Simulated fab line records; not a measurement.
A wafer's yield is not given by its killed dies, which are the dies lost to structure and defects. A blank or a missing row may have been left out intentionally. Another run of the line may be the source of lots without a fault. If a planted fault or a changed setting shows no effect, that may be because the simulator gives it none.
Matching of chambers :: flow n5_finfet :: N5_BEOL_M1_ETCHBACK_99 on rie_diel-04 has 4 sister chambers
The step etches SiO2 in CHF3, target depth 5 nm, time 10.4 s. 7 wafers are shown with their chamber, then 8 later ones without.

EACH WAFER AND ITS CHAMBER
wafer: L082.2
chamber: 0
showerhead_plenum_p_Torr (Torr): 2.01
drypump_motor_current_A (A): 6.4

wafer: L088.3
chamber: 2
showerhead_plenum_p_Torr (Torr): 2.20
drypump_motor_current_A (A): 5.5

wafer: L088.4
chamber: 3
showerhead_plenum_p_Torr (Torr): 2.11
drypump_motor_current_A (A): 6.0

wafer: L090.1
chamber: 0
showerhead_plenum_p_Torr (Torr): 2.00
drypump_motor_current_A (A): 6.3

wafer: L090.2
chamber: 3
showerhead_plenum_p_Torr (Torr): 2.11
drypump_motor_current_A (A): 6.0

wafer: L090.3
chamber: 1
showerhead_plenum_p_Torr (Torr): 2.17
drypump_motor_current_A (A): 6.2

wafer: L091.1
chamber: 1
showerhead_plenum_p_Torr (Torr): 2.17
drypump_motor_current_A (A): 6.2

WAFERS WHOSE CHAMBER IS MISSING
wafer: L091.3
showerhead_plenum_p_Torr (Torr): 2.20
drypump_motor_current_A (A): 5.5

wafer: L091.6
showerhead_plenum_p_Torr (Torr): 2.00
drypump_motor_current_A (A): 6.3

wafer: L094.2
showerhead_plenum_p_Torr (Torr): 2.00
drypump_motor_current_A (A): 6.3

wafer: L094.3
showerhead_plenum_p_Torr (Torr): 2.11
drypump_motor_current_A (A): 6.0

wafer: L094.6
showerhead_plenum_p_Torr (Torr): 2.20
drypump_motor_current_A (A): 5.5

wafer: L095.2
showerhead_plenum_p_Torr (Torr): 2.16
drypump_motor_current_A (A): 6.2

wafer: L095.4
showerhead_plenum_p_Torr (Torr): 2.11
drypump_motor_current_A (A): 6.0

wafer: L095.5
showerhead_plenum_p_Torr (Torr): 2.00
drypump_motor_current_A (A): 6.3

EACH ONE'S CHAMBER
wafer: L091.3
from the rows above: 2
in truth: 2

wafer: L091.6
from the rows above: 0
in truth: 0

wafer: L094.2
from the rows above: 0
in truth: 0

wafer: L094.3
from the rows above: 3
in truth: 3

wafer: L094.6
from the rows above: 2
in truth: 2

wafer: L095.2
from the rows above: 1
in truth: 1

wafer: L095.4
from the rows above: 3
in truth: 3

wafer: L095.5
from the rows above: 0
in truth: 0
Correctly placed: 8 of 8. Can't be placed from these rows: 0. Wrongly placed: 0.
How it was worked out, from the rows above alone: a wafer's distance from a chamber is the root of the sum, over the readings, of the square of ((its reading less the chamber's mean) divided by the reading's scatter). If the next closest chamber is less than 2 further off than the closest, the wafer can't be placed; otherwise it belongs to the closest. A chamber's mean is the mean of its shown wafers. How the scatter is found: for the shown wafers, subtract from each reading the mean of its chamber, square and add these, divide the total by (wafers less chambers), then take the root.
